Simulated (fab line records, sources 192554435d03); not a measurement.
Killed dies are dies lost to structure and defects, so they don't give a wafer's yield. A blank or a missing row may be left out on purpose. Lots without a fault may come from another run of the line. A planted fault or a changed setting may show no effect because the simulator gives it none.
fab line records | flow n5_finfet
record lots=7 wafers=21 last_day=18
route steps=1938 shown BEOL_M9@1410 PASSIVATION@1936
lots that met no fault: from a run of the same line without faults
start_h: hours from the record's first day to the start of the lot's first wafer shown | wait_h: hours since the lot's step before | " the same as in the row above | L1.1+2: a row that stands for several wafers | - no value, or no start given | * or withheld: withheld | < > ~ a bound
route shown NAME@n: a module of which the file shows steps, and the number in the route of the first | usual: mean/standard deviation of fault-free wafers | same: alike in all rows | chamber/n: place in a boat | sites: the reading at each site | _std_site: their standard deviation | _edge_site: outer sites' mean less inner sites' | radius_mm: how far each site lies from the wafer's centre | mask NAME#n: copy n | behind: the tool/chamber that last shaped the wafer | hold: why the lot was held/for how many hours/how that ended | device: the transistor (n, p or np) that didn't switch | end of line: the same wafers' tests at the end of the route | a step without rows: its recipe alone | killed: dies lost to structure and defects at the first sort, not the wafer's yield | map: a wafer's dies, x killed, . not, _ none there
set.NAME: the setting as run; set.NAME@STEP: as run at that earlier step | model.NAME: the simulator's own value behind a step, which no gauge read
lots at some steps of the route; a table a step, a row a wafer
services: from which hour (start_h, from the record's first day; less than 0 if before it) a tool's chamber was out of use, for how many hours, and why
## steps
# step N5_BEOL_M9_SOFTBAKE_06
# recipe temp_c=110 time_s=60 resist=CAR-ArF
# step N5_BEOL_M9_EXPOSE_08
# recipe mask_id=M9 na=1.35 source_shape=dipole sigma_inner=0.411 sigma_outer=0.611 polarization=te dose_mj=53.75
# step N5_BEOL_M9_PEB_09
# recipe peb_temp_c=withheld peb_time_s=60 resist=CAR-ArF
# step N5_BEOL_M9_DEVELOP_10
# recipe develop_time_s=30 developer=TMAH resist=CAR-ArF rinse_liquid=diw dry=air_spin dev_temp_c=23
# step N5_BEOL_M9_CD_MEAS_11
# recipe target_cd_nm=64.1 landing_energy_ev=500 detector=se_inlens polarity=opening
# usual cd_nm=64.5/0.68
# columns lot.wafer tool chamber start_h wait_h cd_nm
L764.2 cd_sem-03 0 216.71 - 65.1
L764.3 " 0 " " 63.4
L764.5 " 0 " " 63.8
L770.2 cd_sem-02 0 261.71 - 65.5
L770.4 " 0 " " 64.5
L770.6 " 0 " " 64.9
L773.2 cd_sem-03 0 267.55 - 64.4
L773.3 " 0 " " 65.2
L773.4 " 0 " " 65.5
L777.1 cd_sem-01 0 293.78 - 64.3
L777.3 " 0 " " 63.5
L777.4 " 0 " " 64.2
L779.2 cd_sem-03 0 314.86 - 64.9
L779.3 " 0 " " 64.4
L779.5 " 0 " " 64.0
L782.3 cd_sem-02 0 326.70 - 66.1
L782.4 " 0 " " 65.6
L782.6 " 0 " " 64.2
L786.1 cd_sem-01 0 359.90 - 64.7
L786.2 " 0 " " 64.7
L786.3 " 0 " " 64.1
# step N5_BEOL_M9_OVL_MEAS_12
# recipe points_per_wafer=44
# usual M9_OVL=0.1/0.86
# columns lot.wafer tool chamber start_h wait_h M9_OVL[nm]
L764.2 overlay-01 0 216.74 0.0 0.8
L764.3 " 0 " " 0.1
L764.5 " 0 " " 0.6
L770.2 overlay-01 0 261.74 0.0 -1.3
L770.4 " 0 " " -0.6
L770.6 " 0 " " -1.0
L773.2 overlay-01 0 267.58 0.0 -0.5
L773.3 " 0 " " 0.5
L773.4 " 0 " " -0.5
L777.1 overlay-02 0 293.81 0.0 -1.0
L777.3 " 0 " " -0.1
L777.4 " 0 " " -0.1
L779.2 overlay-01 0 314.89 0.0 -0.9
L779.3 " 0 " " -0.5
L779.5 " 0 " " -1.4
L782.3 overlay-01 0 326.73 0.0 -0.2
L782.4 " 0 " " 0.6
L782.6 " 0 " " 1.0
L786.1 overlay-02 0 359.93 0.0 -0.4
L786.2 " 0 " " -0.8
L786.3 " 0 " " 0.2
# step N5_BEOL_M9_INSPECT_13
# recipe mode=adi inspect_instrument=brightfield
# usual raw_defect_count=433/130
# columns lot.wafer tool chamber start_h wait_h raw_defect_count
L764.2 defect_inspect-01 - 216.76 0.0 323
L764.3 " - " " 331
L764.5 " - " " 217
L770.2 defect_inspect-01 - 261.76 0.0 315
L770.4 " - " " 356
L770.6 " - " " 394
L773.2 defect_inspect-02 - 267.60 0.0 625
L773.3 " - " " 431
L773.4 " - " " 768
L777.1 defect_inspect-02 - 293.83 0.0 419
L777.3 " - " " 501
L777.4 " - " " 550
L779.2 defect_inspect-02 - 314.92 0.0 544
L779.3 " - " " 471
L779.5 " - " " 523
L782.3 defect_inspect-01 - 326.75 0.0 330
L782.4 " - " " 397
L782.6 " - " " 338
L786.1 defect_inspect-02 - 359.96 0.0 327
L786.2 " - " " 347
L786.3 " - " " 387
# step N5_BEOL_M9_DESCUM_16
# recipe chemistry=O2 time_s=7.9 source_power_w=50 bias_power_w=20 pressure_mtorr=20 rf_frequency_hz=2.712e+07 temp_c=40 resist=CAR-ArF o2_flow_sccm=225
# usual drypump_motor_current_A=5.7/0.49 oes_product_au=0.80/0.082 rf_vpp_V=243.0/1.3 showerhead_plenum_p_Torr=2.08/0.064 throttle_valve_pct=20.34/0.22
# columns lot.wafer tool chamber start_h wait_h drypump_motor_current_A oes_product_au rf_hours_counter_h rf_vpp_V showerhead_plenum_p_Torr throttle_valve_pct
L764.2 rie_diel-03 3 216.80 0.0 6.5 0.88 44 245.2 2.22 20.32
L764.3 " 2 " " 5.8 0.77 122 244.4 2.10 20.25
L764.5 " 1 " " 6.6 0.76 - 244.7 2.06 20.32
L770.2 rie_diel-01 3 261.80 0.0 6.1 0.82 76 243.4 2.11 20.35
L770.4 " 0 " " 5.5 0.87 50 241.5 2.03 20.14
L770.6 " 1 " " 5.4 0.84 - 242.7 2.05 20.05
L773.2 rie_diel-05 0 267.64 0.0 5.1 0.70 208 241.9 2.01 20.46
L773.3 " 1 " " 6.0 0.99 7 244.6 2.14 19.95
L773.4 " 3 " " 5.8 0.70 223 244.9 2.17 20.88
L777.1 rie_diel-01 2 294.08 0.2 5.3 0.86 55 241.6 2.05 20.34
L777.3 " 1 " " 5.4 0.82 67 242.1 2.05 20.08
L777.4 " 0 " " 5.5 0.85 60 240.7 2.03 20.15
L779.2 rie_diel-03 1 315.15 0.2 6.6 0.72 200 242.7 2.05 20.37
L779.3 " 2 " " 5.8 0.75 152 243.1 2.09 20.30
L779.5 " 2 " " 5.8 0.74 - 243.0 2.09 20.30
L782.3 rie_diel-03 3 326.78 0.0 6.6 0.83 75 247.1 2.21 20.37
L782.4 " 2 " " 5.8 0.74 155 241.4 2.09 20.29
L782.6 " 0 " " 6.0 0.77 - 241.8 2.09 20.45
L786.1 rie_diel-01 1 360.49 0.5 5.4 0.81 87 241.8 2.04 20.12
L786.2 " 3 " " 6.0 0.80 107 242.8 2.10 20.39
L786.3 " 0 " " 5.5 0.83 78 241.8 2.02 20.19
# step N5_BEOL_M9_ETCH_61
# recipe chemistry=CF4 target=SiARC target_depth_a=390 mask_material=CAR-ArF time_s=65 ion_energy_ev=80 pressure_mtorr=40 source_w=545 bias_w=36 Ar_flow_sccm=100 cf4_flow_sccm=100 ends=cleared
# usual bias_w=36.00/0.098 drypump_motor_current_A=5.7/0.49 etch_rf_on_time_s=65.9/1.8 mfc_ar_sccm=99.99/0.3 oes_product_au=0.68/0.066 rf_vpp_V=183.9/1.2 showerhead_plenum_p_Torr=2.13/0.064 throttle_valve_pct=15.50/0.24
# columns lot.wafer tool chamber start_h wait_h bias_w drypump_motor_current_A etch_rf_on_time_s mfc_ar_sccm oes_product_au rf_hours_counter_h rf_vpp_V showerhead_plenum_p_Torr throttle_valve_pct
L764.2 rie_diel-03 3 216.83 0.0 36.12 6.6 65.2 99.24 0.74 44 184.7 2.26 15.30
L764.3 " 2 " " 35.98 5.8 66.2 99.62 0.65 122 183.3 2.15 15.52
L764.5 " 1 " " 35.99 6.6 65.3 100.06 0.65 - 184.3 2.12 15.68
L770.2 rie_diel-01 3 261.83 0.0 35.99 6.0 64.8 100.48 0.71 76 183.5 2.19 15.62
L770.4 " 0 " " 36.11 5.5 61.3 100.17 0.74 50 183.7 2.08 15.31
L770.6 " 1 " " 36.04 5.4 68.6 99.73 0.69 - 184.7 2.10 15.30
L773.2 rie_diel-05 0 267.67 0.0 36.15 5.1 66.3 100.59 0.60 208 183.5 2.04 15.58
L773.3 " 1 " " 36.03 6.0 66.6 99.79 0.82 7 185.6 2.18 15.09
L773.4 " 3 " " 36.02 5.8 68.7 99.35 0.58 223 185.2 2.21 16.05
L777.1 rie_diel-01 2 294.12 0.0 36.00 5.3 64.8 99.98 0.73 55 182.7 2.07 15.25
L777.3 " 1 " " 35.91 5.4 68.7 99.99 0.68 67 183.8 2.10 15.32
L777.4 " 0 " " 35.88 5.5 61.8 99.67 0.74 60 183.8 2.08 15.34
L779.2 rie_diel-03 1 315.18 0.0 35.95 6.6 66.3 100.07 0.62 200 183.7 2.11 15.74
L779.3 " 2 " " 36.03 5.8 65.9 99.75 0.64 152 184.4 2.14 15.56
L779.5 " 2 " " 35.88 5.8 66.9 99.84 0.63 - 184.7 2.14 15.56
L782.3 rie_diel-03 3 326.82 0.0 36.06 6.5 65.5 100.28 0.71 75 185.0 2.25 15.38
L782.4 " 2 " " 35.83 5.8 66.3 99.88 0.63 156 183.9 2.14 15.58
L782.6 " 0 " " 36.01 6.1 65.1 99.98 0.67 - 183.9 2.13 15.55
L786.1 rie_diel-01 1 360.53 0.0 36.07 5.4 68.1 100.14 0.67 87 183.7 2.09 15.36
L786.2 " 3 " " 36.07 6.0 64.9 99.21 0.68 107 184.8 2.18 15.67
L786.3 " 0 " " 36.04 5.5 61.1 99.78 0.72 78 183.7 2.07 15.36
# step N5_BEOL_M9_ETCH_62
# recipe chemistry=N2/H2 target=SOC target_depth_a=1100 overetch_a=220 mask_material=SiARC temp_c=40 time_s=165 ion_energy_ev=200 pressure_mtorr=30 source_w=840 bias_w=150 n2_flow_sccm=200 h2_flow_sccm=200
# usual bias_w=150.0/0.44 drypump_motor_current_A=5.8/0.49 oes_product_au=0.68/0.062 rf_vpp_V=523.7/2.3 showerhead_plenum_p_Torr=2.53/0.079 throttle_valve_pct=17.70/0.29
# columns lot.wafer tool chamber start_h wait_h bias_w drypump_motor_current_A oes_product_au rf_hours_counter_h rf_vpp_V showerhead_plenum_p_Torr throttle_valve_pct
L764.2 rie_diel-03 3 216.88 0.0 150.5 6.5 0.74 44 527.5 2.69 17.61
L764.3 " 2 " " 149.9 5.8 0.65 122 526.5 2.56 17.64
L764.5 " 1 " " 150.2 6.6 0.64 - 523.3 2.52 17.77
L770.2 rie_diel-01 3 261.88 0.0 149.5 6.0 0.69 76 524.5 2.56 17.73
L770.4 " 0 " " 150.6 5.5 0.72 50 521.9 2.46 17.58
L770.6 " 1 " " 150.0 5.4 0.71 - 521.3 2.47 17.29
L773.2 rie_diel-05 0 267.72 0.0 150.6 5.2 0.60 208 521.3 2.43 17.91
L773.3 " 1 " " 149.6 5.9 0.83 7 526.2 2.59 17.23
L773.4 " 3 " " 150.0 5.8 0.60 223 525.6 2.62 18.20
L777.1 rie_diel-01 2 294.17 0.0 150.2 5.3 0.72 55 521.6 2.44 17.32
L777.3 " 1 " " 150.1 5.4 0.70 67 521.8 2.47 17.32
L777.4 " 0 " " 150.0 5.5 0.71 60 522.4 2.46 17.59
L779.2 rie_diel-03 1 315.23 0.0 150.1 6.6 0.62 200 523.7 2.50 17.83
L779.3 " 2 " " 150.5 5.8 0.64 152 523.9 2.55 17.71
L779.5 " 2 " " 150.0 5.8 0.63 - 523.2 2.55 17.70
L782.3 rie_diel-03 3 326.87 0.0 150.8 6.5 0.70 75 528.7 2.68 17.67
L782.4 " 2 " " 150.6 5.8 0.63 156 524.1 2.55 17.71
L782.6 " 0 " " 149.4 6.1 0.66 - 522.8 2.56 18.10
L786.1 rie_diel-01 1 360.58 0.0 150.8 5.4 0.68 87 522.6 2.46 17.34
L786.2 " 3 " " 150.2 6.0 0.67 107 523.5 2.55 17.78
L786.3 " 0 " " 149.6 5.5 0.69 78 521.5 2.45 17.63
# step N5_BEOL_M9_STRIP_68
# recipe chemistry=N2/H2 temp_c=40 n2_flow_sccm=200 h2_flow_sccm=200 rf_frequency_hz=6e+07
# step N5_BEOL_M9_STRIP_67
# recipe chemistry=CF4 resist=SiARC power_w=300 bias_power_w=75 pressure_mtorr=50 cf4_flow_sccm=150 rf_frequency_hz=6e+07
# usual drypump_motor_current_A=5.7/0.49 oes_product_au=0.80/0.073 rf_vpp_V=270.9/1.4 showerhead_plenum_p_Torr=1.78/0.049 throttle_valve_pct=13.46/0.27
# columns lot.wafer tool chamber start_h wait_h drypump_motor_current_A oes_product_au rf_hours_counter_h rf_vpp_V showerhead_plenum_p_Torr throttle_valve_pct
L764.2 rie_diel-03 3 217.03 0.0 6.5 0.87 44 274.1 1.87 13.17
L764.3 " 2 " " 5.8 0.77 122 271.0 1.79 13.47
L764.5 " 1 " " 6.6 0.76 - 271.2 1.79 13.70
L770.2 rie_diel-01 3 262.03 0.0 6.0 0.83 76 272.2 1.82 13.49
L770.4 " 0 " " 5.5 0.84 50 270.3 1.72 13.21
L770.6 " 1 " " 5.4 0.83 - 270.6 1.75 13.22
L773.2 rie_diel-05 0 267.87 0.0 5.2 0.70 208 269.8 1.71 13.59
L773.3 " 1 " " 6.0 0.97 7 271.4 1.82 13.02
L773.4 " 3 " " 5.8 0.70 223 272.0 1.85 14.02
L777.1 rie_diel-01 2 294.31 0.0 5.3 0.85 55 268.4 1.73 13.20
L777.3 " 1 " " 5.4 0.82 67 269.4 1.75 13.25
L777.4 " 0 " " 5.5 0.83 60 270.4 1.72 13.22
L779.2 rie_diel-03 1 315.38 0.0 6.6 0.73 200 272.3 1.78 13.78
L779.3 " 2 " " 5.8 0.75 152 270.3 1.78 13.52
L779.5 " 2 " " 5.8 0.75 - 273.3 1.78 13.51
L782.3 rie_diel-03 3 327.01 0.0 6.5 0.83 75 272.1 1.86 13.24
L782.4 " 2 " " 5.8 0.75 156 271.5 1.78 13.54
L782.6 " 0 " " 6.0 0.78 - 270.9 1.79 13.55
L786.1 rie_diel-01 1 360.72 0.0 5.4 0.80 87 269.7 1.74 13.29
L786.2 " 3 " " 6.0 0.79 107 270.4 1.81 13.57
L786.3 " 0 " " 5.5 0.81 78 269.9 1.72 13.24
# step N5_BEOL_M9_HM_OPEN_17
# recipe chemistry=Cl2/BCl3 target_depth_a=200 overetch_a=60 target=TiN mask_material=SOC ion_energy_ev=150 pressure_mtorr=10 icp_w=1000 bias_w=126 Cl2_flow_sccm=53.25 bcl3_flow_sccm=21.75 Ar_flow_sccm=25
# usual bias_w=125.9/0.37 drypump_motor_current_A=5.7/0.41 mfc_ar_sccm=25.00/0.081 oes_ar_750_au=0.85/0.12 oes_product_au=0.72/0.094 throttle_valve_pct=22.10/0.23
# columns lot.wafer tool chamber start_h wait_h bias_w drypump_motor_current_A mfc_ar_sccm oes_ar_750_au oes_product_au rf_hours_counter_h throttle_valve_pct model.SOC_of_BEOL_M9_COAT_59.thk_nm
L764.2 rie_metal-02 1 217.07 0.0 126.3 5.8 24.98 0.67 0.53 126 22.38 91.4
L764.3 " 0 " " 125.7 5.9 24.94 0.94 0.80 - 22.16 92
L764.5 " 1 " " 125.6 5.7 25.13 0.67 0.53 - 22.41 91.6
L770.2 rie_metal-01 1 262.08 0.0 125.7 5.0 24.86 0.65 0.53 113 22.26 91.2
L770.4 " 1 " " 125.6 5.0 25.05 0.65 0.54 - 22.26 93
L770.6 " 1 " " 126.0 5.0 25.04 0.65 0.54 - 22.28 91.6
L773.2 rie_metal-01 0 267.91 0.0 125.7 6.2 25.05 0.93 0.78 7 21.67 91.8
L773.3 " 1 " " 126.5 5.0 25.06 0.64 0.53 - 22.30 92.2
L773.4 " 0 " " 125.3 6.2 24.93 0.94 0.77 - 21.70 93.2
L777.1 rie_metal-01 1 294.35 0.0 126.3 5.0 25.16 0.65 0.54 116 22.26 91.8
L777.3 " 1 " " 126.2 5.0 24.99 0.64 0.53 - 22.26 92
L777.4 " 0 " " 125.8 6.2 25.06 0.91 0.76 - 21.68 93.2
L779.2 rie_metal-02 0 315.42 0.0 125.8 5.8 25.19 0.89 0.76 12 22.19 92.6
L779.3 " 0 " " 125.7 5.8 25.12 0.89 0.76 - 22.18 92.2
L779.5 " 0 " " 125.3 5.8 25.16 0.89 0.76 - 22.18 92.8
L782.3 rie_metal-03 1 327.09 0.1 125.7 5.3 24.89 0.88 0.75 - 22.25 91.8
L782.4 " 0 " " 126.0 5.9 24.96 0.74 0.65 - 22.31 92
L782.6 " 1 " " 126.0 5.3 24.88 0.87 0.75 - 22.25 92
L786.1 rie_metal-01 0 360.76 0.0 125.9 6.2 24.94 0.88 0.74 18 21.68 91.6
L786.2 " 1 " " 125.7 5.0 24.99 1.00 0.82 2 21.90 92
L786.3 " 1 " " 125.8 5.0 24.97 1.01 0.82 - 21.90 92.2
# step N5_BEOL_M9_STRIP_19
# recipe chemistry=O2 power_w=400 temp_c=40 pressure_mtorr=30 rf_frequency_hz=6e+07 bias_power_w=0 overash_fraction=0.2 o2_flow_sccm=225
# usual drypump_motor_current_A=5.7/0.49 oes_product_au=0.80/0.078 rf_vpp_V=3.6/0.61 showerhead_plenum_p_Torr=2.09/0.062 throttle_valve_pct=16.62/0.24
# columns lot.wafer tool chamber start_h wait_h drypump_motor_current_A oes_product_au rf_hours_counter_h rf_vpp_V showerhead_plenum_p_Torr throttle_valve_pct
L764.2 rie_diel-05 2 217.20 0.1 5.0 0.85 76 4.2 2.03 16.58
L764.3 " 3 " " 5.8 0.71 206 4.3 2.18 17.09
L764.5 " 3 " " 5.8 0.72 - 3.8 2.18 17.13
L770.2 rie_diel-01 0 262.35 0.2 5.5 0.86 51 4.7 2.03 16.39
L770.4 " 2 " " 5.3 0.88 45 3.6 2.06 16.48
L770.6 " 3 " " 6.0 0.82 - 3.0 2.12 16.59
L773.2 rie_diel-05 0 268.02 0.1 5.1 0.69 208 4.1 2.01 16.75
L773.3 " 3 " " 5.8 0.70 223 4.2 2.18 17.12
L773.4 " 2 " " 5.0 0.83 93 3.4 2.02 16.63
L777.1 rie_diel-03 2 294.46 0.1 5.8 0.75 145 3.8 2.10 16.61
L777.3 " 1 " " 6.6 0.74 193 4.8 2.06 16.71
L777.4 " 3 " " 6.5 0.84 66 4.2 2.22 16.53
L779.2 rie_diel-01 2 315.60 0.2 5.3 0.84 62 3.2 2.05 16.52
L779.3 " 3 " " 6.0 0.81 93 5.4 2.11 16.63
L779.5 " 3 " " 6.0 0.80 - 2.8 2.11 16.61
L782.3 rie_diel-03 0 327.17 0.1 6.0 0.78 107 3.5 2.09 16.66
L782.4 " 3 " " 6.5 0.84 75 3.0 2.21 16.52
L782.6 " 0 " " 6.0 0.78 - 2.9 2.09 16.64
L786.1 rie_diel-03 2 360.88 0.1 5.8 0.75 165 3.4 2.09 16.65
L786.2 " 3 " " 6.5 0.81 86 3.2 2.21 16.57
L786.3 " 1 " " 6.6 0.71 214 3.3 2.05 16.73
# step N5_PASSIVATION_PROBE_49
# usual defect_limited_yield=91.5/1.4 killed_at_M0_to_M3=32/11 killed_at_M4_up=12/4.4 killed_at_contacts=13/6.1 killed_at_front_end=39/12 killed_at_other=3.9/3 killed_dies=100/17 killed_on_rim=13/3.9 killed_open=66/12 killed_short=33/7.4 sort_bin_4_leakage=0.03/0.14 sort_bin_5_function=5.0/0.95 sort_bin_6_memory=3.2/0.66 sort_bin_8_speed=0.0/0.33 sort_n_pass=1079/17 sort_yield_pct=91.4/1.5
# same gross_dies=1180 killed_at_back_side=0
# columns lot.wafer tool chamber start_h wait_h defect_limited_yield[%] killed_at_M0_to_M3 killed_at_M4_up killed_at_contacts killed_at_front_end killed_at_other killed_dies killed_on_rim killed_open killed_short sort_bin_4_leakage[%] sort_bin_5_function[%] sort_bin_6_memory[%] sort_bin_8_speed[%] sort_n_pass sort_yield_pct[%]
L764.2 prober-02 - 283.05 0.1 89.7 47 8 26 37 3 121 9 72 42 0 5.8 3.3 0 1059 89.7
L764.3 prober-02 - 283.10 0.1 90.0 32 5 27 47 7 118 19 82 36 0 6.1 3.7 0 1062 90.0
L764.5 prober-02 - 283.20 0.2 89.7 31 13 18 51 9 122 14 74 48 0 6.5 3.5 0 1058 89.7
L770.2 prober-01 - 327.21 0.1 92.4 34 13 4 35 4 90 20 63 26 0 4.5 3.1 0 1090 92.4
L770.4 prober-01 - 327.31 0.2 92.0 19 19 9 44 3 94 12 59 30 0 5.2 2.4 0 1086 92.0
L770.6 prober-01 - 327.41 0.3 91.7 19 14 7 51 7 98 15 59 31 0 4.5 3.1 2.6 1051 89.1
L773.3 prober-02 - 336.45 0.1 92.5 26 11 6 40 5 88 14 59 25 0 4.4 2.7 0 1092 92.5
L779.2 prober-01 - 374.32 0.1 89.5 35 14 20 52 3 124 20 88 35 0 5.9 4.2 0 1056 89.5
L779.3 prober-01 - 374.37 0.1 90.3 39 16 12 45 2 114 12 78 32 0 5.5 3.6 0 1066 90.3
L779.5 prober-01 - 374.47 0.2 90.3 39 16 11 45 3 114 19 76 36 0 5.8 3.5 0 1066 90.3
# killed by level:class
L764.2 MOL_CONTACT_COAG:geometric_particle:open=21 BEOL_M0_SAQP:geometric_particle:open=14 BEOL_M1:geometric_particle:short=12 BEOL_M0_SAQP:geometric_particle:short=7 HKMG_FIN:area_etch=6 FIN_SAQP:geometric_particle:open=5 DUMMY_GATE:geometric_particle:open=5 ILD0:geometric_particle:open=5
L764.3 MOL_CONTACT_COAG:geometric_particle:open=22 BEOL_M0_SAQP:geometric_particle:open=10 FIN_SAQP:geometric_particle:open=9 SPACER0:geometric_particle:open=9 FIN_SAQP:geometric_particle:short=7 STI_FIN_REVEAL:geometric_particle:open=6 BEOL_M0_SAQP:geometric_particle:short=6 MOL_CONTACT_COAG:geometric_particle:short=5
L764.5 MOL_CONTACT_COAG:geometric_particle:open=15 STI_FIN_REVEAL:geometric_particle:open=13 FIN_SAQP:geometric_particle:open=10 BEOL_M1:geometric_particle:open=8 BEOL_M0_SAQP:geometric_particle:short=8 FIN_SAQP:geometric_particle:short=7 BEOL_M1:geometric_particle:short=6 GATE_CUT:geometric_particle:open=4
L770.2 STI_FIN_REVEAL:geometric_particle:open=13 BEOL_M3:geometric_particle:open=10 DUMMY_GATE:geometric_particle:open=7 BEOL_M1:geometric_particle:open=7 BEOL_M4:geometric_particle:open=7 BEOL_M0_SAQP:geometric_particle:short=5 FIN_SAQP:geometric_particle:open=3 STARTING-WAFER:geometric_particle:open=3
L770.4 STI_FIN_REVEAL:geometric_particle:open=22 FIN_SAQP:geometric_particle:short=9 MOL_CONTACT_COAG:geometric_particle:open=6 BEOL_M4:geometric_particle:open=6 BEOL_M0:geometric_particle:open=5 FIN_SAQP:geometric_particle:open=3 MOL_CONTACT_COAG:geometric_particle:short=3 BEOL_M0_SAQP:geometric_particle:open=3
L770.6 STI_FIN_REVEAL:geometric_particle:open=13 FIN_SAQP:geometric_particle:open=8 FIN_SAQP:geometric_particle:short=7 BEOL_M0_SAQP:geometric_particle:short=5 HKMG_FIN:area_etch=5 SPACER0:geometric_particle:open=4 MOL_CONTACT_COAG:geometric_particle:open=4 BEOL_M0:geometric_particle:open=4
L773.3 STI_FIN_REVEAL:geometric_particle:open=14 BEOL_M0_SAQP:geometric_particle:open=11 BEOL_M0_SAQP:geometric_particle:short=9 MOL_CONTACT_COAG:geometric_particle:open=5 FIN_SAQP:geometric_particle:open=4 STARTING-WAFER:geometric_particle:open=4 BEOL_M6:geometric_particle:open=4 DUMMY_GATE:geometric_particle:open=3
L779.2 MOL_CONTACT_COAG:geometric_particle:open=16 FIN_SAQP:geometric_particle:short=12 STI_FIN_REVEAL:geometric_particle:open=11 BEOL_M0_SAQP:geometric_particle:open=8 BEOL_M2:geometric_particle:open=8 FIN_SAQP:geometric_particle:open=7 BEOL_M4:geometric_particle:open=6 BEOL_M3:geometric_particle:open=6
L779.3 STI_FIN_REVEAL:geometric_particle:open=11 MOL_CONTACT_COAG:geometric_particle:open=9 BEOL_M0_SAQP:geometric_particle:open=8 GATE_CUT:geometric_particle:short=7 BEOL_M0:geometric_particle:open=7 BEOL_M1:geometric_particle:open=7 FIN_SAQP:geometric_particle:open=6 FIN_SAQP:geometric_particle:short=5
L779.5 STI_FIN_REVEAL:geometric_particle:open=24 BEOL_M1:geometric_particle:open=11 BEOL_M0:geometric_particle:short=6 BEOL_M0_SAQP:geometric_particle:short=5 DUMMY_GATE:geometric_particle:open=5 MOL_CONTACT_COAG:geometric_particle:open=5 MOL_CONTACT_COAG:geometric_particle:short=5 BEOL_M4:geometric_particle:open=5
## services
# columns tool chamber start_h hours kind
rie_diel-05 0 200.72 8.9 repair
rie_diel-05 1 203.12 7.6 repair
rie_diel-05 1 211.16 - clean
rie_diel-05 1 211.16 - consumable_replace:focus_ring
rie_diel-05 1 211.16 31.8 scheduled_down
rie_diel-05 1 211.16 31.8 vent_cycle
rie_diel-05 3 215.05 2.0 repair
rie_metal-03 - 225.39 1.4 pm
rie_metal-02 1 242.07 - clean
rie_metal-02 1 242.07 20.0 scheduled_down
rie_metal-02 1 242.07 20.0 vent_cycle
rie_diel-03 3 256.81 3.9 repair
rie_metal-03 0 277.46 1.2 repair
rie_metal-02 0 281.18 8.2 repair
rie_metal-01 - 282.30 2.8 pm
rie_metal-01 1 313.16 2.2 repair
rie_diel-01 0 339.95 5.7 repair
rie_metal-02 - 342.30 1.0 repair
rie_metal-02 - 349.32 1.4 pm
rie_diel-05 3 352.23 - clean
rie_diel-05 3 352.23 - consumable_replace:focus_ring
rie_diel-05 3 352.23 17.2 scheduled_down
rie_diel-05 3 352.23 17.2 vent_cycle
rie_diel-01 - 359.56 0.5 repair
## key
first_sign none at tools or gauges
model_effect step=N5_BEOL_M9_HM_OPEN_17 value=SOC_of_BEOL_M9_COAT_59.thk_nm without=91.87 struck=93.13
met_at N5_BEOL_M9_HM_OPEN_17
struck_wafers L770.4,L773.4,L777.4
fault kind=process_parameter_drift tool=rie_metal-01 chamber=- onset_h=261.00 steps=N5_BEOL_M9_HM_OPEN_17 channel=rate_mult offset=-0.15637 shape=step end_h=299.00 scope=struck_wafers_only
